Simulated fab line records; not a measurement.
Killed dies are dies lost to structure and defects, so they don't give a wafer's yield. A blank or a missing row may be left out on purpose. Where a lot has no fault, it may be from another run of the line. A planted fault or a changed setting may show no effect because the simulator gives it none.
A lot that was struck, set against a sound lot || flow nand-harc || 15 out of 1159 route steps
Sound: these wafers, L314.1, L314.2, L314.4. Wafers L324.1, L324.3, L324.5 were the ones struck. At the end, the cause is stated.
Order at every step that has rows: each side's tool, ch and its chambers, its first start. Under that, the readings that differ: sound wafers || struck wafers || difference of the means || sigmas: that difference in standard deviations of wafers without a fault.
alike: a reading whose means differ by less than 2 such deviations, as well as words and numbers matching on both sides. not compared: withheld readings; readings where some wafer has no value; bounds like >300 that might hide an equal value; numbers whose values overlap and for which the record gives no deviation.
Wherever a step has rows on one side only, a row that says differs or no value, or a row with sigmas, the two part there. When numbers do not overlap yet have no deviation, they are printed without sigmas and do not part them. A reading missing from all wafers of one side parts the sides only when that side holds two or more wafers.

first, 1 step without rows for these wafers: NHARC_P_ZERO_WELL_HARDBAKE_53 (time 80 s).
NHARC_P_ZERO_WELL_DESCUM_54: chemistry O2, time 3 s.
  sound on rie-diel-06 ch 0,2,3, day 1 23:59; struck on rie-diel-01 ch 1,3, day 4 11:58
  alike: drypump-motor-current-A, oes-product-au, rf-vpp-V, showerhead-plenum-p-Torr, throttle-valve-pct
  not compared: rf-hours-counter-h
then, 5 steps without rows for these wafers: NHARC_P_ZERO_WELL_IMPLANT_55; NHARC_P_ZERO_WELL_IMPLANT_61; NHARC_P_ZERO_WELL_STRIP_56 (strips in SPM, time 840 s); NHARC_P_ZERO_WELL_PRECLEAN_68 (cleans in SC1, time 60 s); NHARC_P_ZERO_WELL_SRD_69.
NHARC_P_ZERO_WELL_RTA_42: time 300 s.
  sound on rtp-anneal-01 ch 0, day 2 01:15; struck on rtp-anneal-02 ch 0, day 4 12:57
  alike: lamp-power-pct, wafer_temp_C_max
NHARC_P_ZERO_WELL_INSPECT_43:
  struck on defect-inspect-01, day 4 13:37; sound on defect-inspect-02, day 2 01:56
  alike: raw-defect-count
then, 3 steps without rows for these wafers: NHARC_P_STI_ETCH_26 (etches SiO2 in dHF, target depth 11 nm); NHARC_P_STI_PRECLEAN_27 (cleans in SC1); NHARC_P_STI_SRD_28.
NHARC_P_STI_OXIDE_29: material SiO2, target thk 10 nm, ox time 1362 s.
  sound on furnace-01 ch 0, day 2 09:52; struck on furnace-01 ch 0, day 4 22:02
  alike: zone-power-top-pct
then, 1 step without rows for these wafers: NHARC_P_STI_HM_DEP_30 (deposits Si3N4, target thk 80 nm, time 873 s).
-- break in the record here, with 17 days between the starts of the struck wafers on either side (left off in module P_STI, picked up again in module END, where the first step shown is number 1159 on the route) --
NHARC_END_SORT_01:
  the record has rows for the struck wafers here (prober-02 ch 0, day 22 03:31) and none for the sound ones

WHERE THEY PART
Only at NHARC_END_SORT_01, within this record.

WHY: what the simulator had put in
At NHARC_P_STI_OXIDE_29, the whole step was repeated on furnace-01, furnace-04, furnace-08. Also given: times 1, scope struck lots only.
